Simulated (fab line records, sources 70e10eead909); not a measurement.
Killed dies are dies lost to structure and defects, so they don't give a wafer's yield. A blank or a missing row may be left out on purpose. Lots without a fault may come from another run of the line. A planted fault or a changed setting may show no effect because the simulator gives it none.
fab line records | flow nand_harc
record lots=6 wafers=14 last_day=33
route steps=1302 shown A_CHANNEL_FILL_D1@507 A_DECK1_JOINT@518 END@1302
lots that met no fault: from a run of the same line without faults
start_h: hours from the record's first day to the start of the lot's first wafer shown | wait_h: hours since the lot's step before | " the same as in the row above | L1.1+2: a row that stands for several wafers | - no value, or no start given | * or withheld: withheld | < > ~ a bound
route shown NAME@n: a module of which the file shows steps, and the number in the route of the first | usual: mean/standard deviation of fault-free wafers | same: alike in all rows | chamber/n: place in a boat | sites: the reading at each site | _std_site: their standard deviation | _edge_site: outer sites' mean less inner sites' | radius_mm: how far each site lies from the wafer's centre | mask NAME#n: copy n | behind: the tool/chamber that last shaped the wafer | hold: why the lot was held/for how many hours/how that ended | device: the transistor (n, p or np) that didn't switch | end of line: the same wafers' tests at the end of the route | a step without rows: its recipe alone | killed: dies lost to structure and defects at the first sort, not the wafer's yield | map: a wafer's dies, x killed, . not, _ none there
set.NAME: the setting as run; set.NAME@STEP: as run at that earlier step | model.NAME: the simulator's own value behind a step, which no gauge read
lots at some steps of the route; a table a step, a row a wafer
services: from which hour (start_h, from the record's first day; less than 0 if before it) a tool's chamber was out of use, for how many hours, and why
## steps
# step NHARC_A_CHANNEL_FILL_D1_ALD_25
# recipe target_thk_a=600 pulse_time_s=10 ald_cycles=600 temp_c=300 material=SiOx
# usual heater_power_w=487/51 precursor_pulse_height_rel=1.000/0.02
# columns lot.wafer tool chamber start_h wait_h heater_power_w precursor_pulse_height_rel
L481.4 ald_hk-01 2 226.37 0.7 460 1.004
L481.1 " 0 227.59 1.9 523 1.007
L481.6 " 1 " " 400 1.011
L483.1 ald_hk-02 3 247.27 0.1 471 1.015
L483.2 " 0 " " 487 0.978
L483.3 " 1 " " 605 0.977
L498.3 ald_hk-01 1 395.42 0.7 419 0.966
L499.1 ald_hk-04 2 412.60 1.9 563 0.996
L502.4 ald_hk-02 0 429.44 0.7 475 0.991
L502.6 " 3 431.25 2.5 463 1.027
L502.5 " 0 " " 486 0.981
L503.3 ald_hk-01 0 456.69 0.1 539 0.990
L503.1 " 2 457.93 1.3 451 1.026
L503.4 " 3 " " 429 0.966
# step NHARC_A_CHANNEL_FILL_D1_ETCHBACK_08
# recipe target_depth_a=2200 time_s=110 c4f8_flow_sccm=20 ar_flow_sccm=withheld rf_w=600 bias_w=300 chemistry=C4F8
# usual oes_product_au=0.96/0.035 rf_vpp_V=440.8/2.4 run_length_s=131.6/0.33
# columns lot.wafer tool chamber start_h wait_h oes_product_au rf_hours_counter_h rf_vpp_V run_length_s
L481.4 rie_diel-10 2 - - 0.98 7.6 436.7 132.3
L481.1 " 3 " " 1.00 8.1 439.1 131.2
L481.6 " 3 " " 0.99 - 437.3 131.4
L483.1 rie_diel-09 2 - - 0.96 7.4 439.9 131.6
L483.2 " 3 " " 0.96 6.8 439.6 131.5
L483.3 " 1 " " 0.95 7.1 438.4 131.8
L498.3 rie_diel-07 3 - - 1.00 3.2 444.7 131.4
L499.1 rie_diel-09 2 - - 1.00 5.8 440.7 131.6
L502.4 rie_diel-10 3 - - 1.00 0.2 439.2 131.5
L502.6 " 0 " " 0.99 - 442.3 131.6
L502.5 " 1 " " 1.01 - 442.4 131.2
L503.3 rie_diel-10 3 - - 0.92 1.4 437.3 131.8
L503.4 " 0 " " 0.93 1.5 442.9 131.6
L503.1 " 1 " " 0.94 1.3 441.8 131.1
# step NHARC_A_CHANNEL_FILL_D1_STRIP_29
# recipe time_s=20 o2_flow_sccm=500 ar_flow_sccm=0 bias_w=0 chemistry=O2
# usual drypump_motor_current_A=5.7/0.42 o2_flow_sccm=499.9/1.5 oes_product_au=1.002/0.0068 rf_vpp_V=57.8/0.88 showerhead_plenum_p_Torr=3.52/0.13 throttle_valve_pct=17.036/0.0096
# same bias_w=0
# columns lot.wafer tool chamber start_h wait_h drypump_motor_current_A o2_flow_sccm oes_product_au rf_hours_counter_h rf_vpp_V showerhead_plenum_p_Torr throttle_valve_pct
L481.4 rie_diel-10 0 - - 5.7 499.8 1.000 5.9 57.4 3.61 17.035
L481.1 " 1 " " 5.1 498.9 0.996 8.3 60.3 3.57 17.061
L481.6 " 2 " " 5.9 500.8 0.996 - 57.1 3.33 17.043
L483.3 rie_diel-09 3 - - 6.1 502.6 1.009 6.9 58.0 3.48 17.033
L483.1 " 1 " " 5.8 499.2 1.002 7.1 58.3 3.44 17.036
L483.2 " 2 " " 6.0 500.2 1.006 7.4 56.6 3.53 17.039
L498.3 rie_diel-07 2 - - 5.6 499.3 0.998 5.9 57.4 3.69 17.042
L499.1 rie_diel-09 1 - - 5.9 500.1 1.006 6.5 57.4 3.43 17.033
L502.4 rie_diel-10 1 - - 5.1 500.4 1.002 0.2 58.2 3.57 17.040
L502.6 " 1 " " 5.1 500.0 0.997 - 58.9 3.57 17.019
L502.5 " 2 " " 5.9 501.2 0.998 - 58.0 3.32 17.042
L503.3 rie_diel-10 1 - - 5.1 500.4 1.017 1.3 58.8 3.56 17.044
L503.4 " 2 " " 5.9 501.5 1.001 1.2 57.2 3.32 17.049
L503.1 " 3 " " 5.0 497.3 1.011 1.4 57.4 3.39 17.042
# step NHARC_A_CHANNEL_FILL_D1_PRECLEAN_30
# recipe time_s=30 chemistry=dHF
# step NHARC_A_CHANNEL_FILL_D1_SRD_31
# step NHARC_A_CHANNEL_FILL_D1_CVD_09
# recipe target_thk_a=1500 temp_c=620 pressure_mtorr=200 time_s=3000 material=poly-Si
# step NHARC_A_CHANNEL_FILL_D1_CMP_10
# recipe target_thk_nm=150
# usual motor_current_A=11.6/1.4 slurry_filter_dp_kPa=13.54/0.14 time_to_endpoint_s=15.2/1.9
# columns lot.wafer tool chamber start_h wait_h motor_current_A slurry_filter_dp_kPa time_to_endpoint_s
L481.4 cmp-02 1 237.19 0.4 10.2 13.49 16.2
L481.1 " 2 " " 11.5 13.75 14.7
L481.6 " 1 " " 10.1 13.26 16.2
L483.1 cmp-02 1 258.56 0.4 9.9 13.63 17.2
L483.3 " 2 " " 11.3 13.85 16.5
L483.2 " 3 " " 10.3 13.42 16.1
L498.3 cmp-02 3 406.46 0.4 10.1 13.66 17.1
L499.1 cmp-04 1 422.00 0.4 10.9 13.42 16.8
L502.4 cmp-02 3 440.26 0.4 10.0 13.70 16.7
L502.5 " 1 " " 9.7 13.45 17.1
L502.6 " 2 " " 11.8 13.62 14.7
L503.4 cmp-02 3 469.72 0.5 9.9 13.67 16.2
L503.1 " 0 " " 13.3 13.49 15.0
L503.3 " 1 " " 9.5 13.14 14.5
# step NHARC_A_CHANNEL_FILL_D1_SRD_12
# step NHARC_A_CHANNEL_FILL_D1_INSPECT_13
# usual raw_defect_count=318/150
# columns lot.wafer tool chamber start_h wait_h raw_defect_count
L481.1 defect_inspect-02 - 237.58 0.0 224
L481.4 " - " " 358
L481.6 " - " " 199
L483.1 defect_inspect-01 - 258.95 0.0 170
L483.2 " - " " 146
L483.3 " - " " 169
L498.3 defect_inspect-01 - 406.88 0.0 150
L499.1 defect_inspect-02 - 422.41 0.0 559
L502.4 defect_inspect-02 - 440.63 0.0 268
L502.5 " - " " 267
L502.6 " - " " 347
L503.1 defect_inspect-01 - 470.11 0.0 286
L503.3 " - " " 332
L503.4 " - " " 353
# step NHARC_A_DECK1_JOINT_ETCHBACK_07
# recipe target_depth_a=1050 time_s=26.9 hbr_flow_sccm=150 rf_w=350 icp_w=350 bias_w=60 chemistry=HBr
# usual bias_w=59.98/0.19 drypump_motor_current_A=5.9/0.52 oes_product_au=1.000/0.008 run_length_s=48.4/0.41 throttle_valve_pct=23.266/0.0085
# columns lot.wafer tool chamber start_h wait_h bias_w drypump_motor_current_A oes_product_au rf_hours_counter_h run_length_s throttle_valve_pct
L481.4 rie_si-01 0 237.67 0.1 59.77 5.9 1.008 0.1 49.0 23.278
L481.1 " 1 " " 60.03 6.5 1.004 0.3 48.0 23.249
L481.6 " 3 " " 60.10 4.8 1.014 - 48.4 23.264
L483.3 rie_si-02 1 259.01 0.1 59.63 6.1 0.998 1.0 48.5 23.271
L483.1 " 3 " " 59.74 5.8 0.996 1.1 47.9 23.260
L483.2 " 0 " " 59.75 6.4 1.006 1.1 48.3 23.248
L498.3 rie_si-01 1 406.96 0.1 - 6.4 1.015 0.2 46.4 23.263
L499.1 rie_si-01 1 422.47 0.1 - 6.4 1.014 0.2 46.7 23.261
L502.4 rie_si-05 2 440.71 0.1 60.09 5.3 1.001 0.3 48.1 23.270
L502.6 " 0 " " 59.85 5.5 1.004 - 48.3 23.265
L502.5 " 1 " " 59.78 5.7 0.997 - 48.6 23.280
L503.4 rie_si-02 0 470.18 0.1 60.59 6.4 0.992 0.0 48.1 23.255
L503.1 " 1 " " 60.27 6.1 1.002 0.1 48.2 23.269
L503.3 " 2 " " 59.98 5.9 0.998 0.1 48.6 23.267
# step NHARC_A_DECK1_JOINT_ETCH_25
# recipe target_depth_a=5 chemistry=dHF material=SiO2
# step NHARC_END_SORT_01
# recipe temp_c=25
# usual killed_at_array=62/16 killed_at_other=0.8/1.1 killed_at_periphery=4/3.2 killed_dies=67/16 killed_open=3.5/1.9 killed_short=2.1/1.5
# same gross_dies=677
# columns lot.wafer tool chamber start_h wait_h killed_at_array killed_at_other killed_at_periphery killed_dies killed_open killed_short
L483.1 prober-02 0 594.09 2.5 24 2 1 27 1 3
L483.2 prober-02 0 594.89 2.8 23 1 2 26 3 2
L483.3 prober-02 0 595.68 3.1 22 1 2 25 3 3
# killed by level:class
L483.1 A_CHANNEL_HOLE_D2:chamber_film_flake=11 A_STAIRCASE:chamber_film_flake=5 A_M1:chamber_film_flake=2 A_ONON_D1:geometric_particle:short=1 A_CHANNEL_FILL_D1:geometric_particle:open=1 A_CHANNEL_FILL_D2:geometric_particle:short=1 A_WL_FILL:geometric_particle:short=1 P_GATE:chamber_film_flake=1
L483.2 A_CHANNEL_HOLE_D2:chamber_film_flake=8 A_M1:chamber_film_flake=5 A_CHANNEL_HOLE_D1:chamber_film_flake=2 A_STAIRCASE:chamber_film_flake=2 A_ONON_D1:geometric_particle:short=1 A_CHANNEL_FILL_D1:geometric_particle:short=1 A_CHANNEL_FILL_D2:geometric_particle:open=1 A_WL_FILL:geometric_particle:open=1
L483.3 A_CHANNEL_HOLE_D2:chamber_film_flake=8 A_CONTACT:chamber_film_flake=4 A_M1:chamber_film_flake=4 P_STI:geometric_particle:open=1 P_CONTACT:geometric_particle:short=1 A_ONON_D1:geometric_particle:short=1 A_WL_FILL:geometric_particle:short=1 A_WL_FILL:geometric_particle:open=1
## services
# columns tool chamber start_h hours kind
ald_hk-02 - 203.25 1.4 repair
cmp-02 - 217.06 1.8 repair
rie_diel-09 0 226.41 1.3 repair
cmp-02 - 232.73 4.0 pm
rie_diel-10 - 242.51 9.0 pm
ald_hk-01 - 264.41 1.0 repair
cmp-02 - 266.57 1.0 repair
rie_diel-10 3 278.59 6.0 repair
ald_hk-01 - 285.58 2.4 repair
ald_hk-01 - 296.00 10.0 pm
rie_diel-09 - 301.63 0.3 repair
rie_diel-10 1 310.79 12.8 repair
rie_diel-09 - 320.10 9.0 pm
cmp-02 - 326.50 0.5 repair
cmp-02 - 330.73 4.0 pm
rie_diel-09 0 331.87 6.7 repair
rie_diel-09 2 336.90 1.3 repair
cmp-02 - 343.25 10.6 repair
cmp-02 - 364.08 1.4 repair
rie_diel-09 3 376.20 1.3 repair
cmp-02 - 410.76 13.3 repair
rie_diel-10 - 419.54 9.0 pm
cmp-02 - 428.73 4.0 pm
rie_diel-09 - 434.51 5.1 repair
## key
first_sign step=NHARC_A_DECK1_JOINT_ETCHBACK_07 reading=run_length_s direction=down sigmas=4.5 usual=* struck=*
effect none on later readings
met_at NHARC_A_DECK1_JOINT_ETCHBACK_07
struck_wafers L498.3,L499.1
tester_left_out L498,L499
onset_between 237.67 406.96
fault kind=process_parameter_drift tool=rie_si-01 chamber=- onset_h=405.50 steps=NHARC_A_DECK1_JOINT_ETCHBACK_07 channel=time_s offset=* shape=step end_h=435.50 acts_in=* stated=*
# tester_left_out: of these lots the tester's yield and bins aren't shown, on N5 and GAA mostly nor the transistor test; their killed dies are dies lost to structure and defects alone, not to doping, threshold or leakage, so they don't give the yield
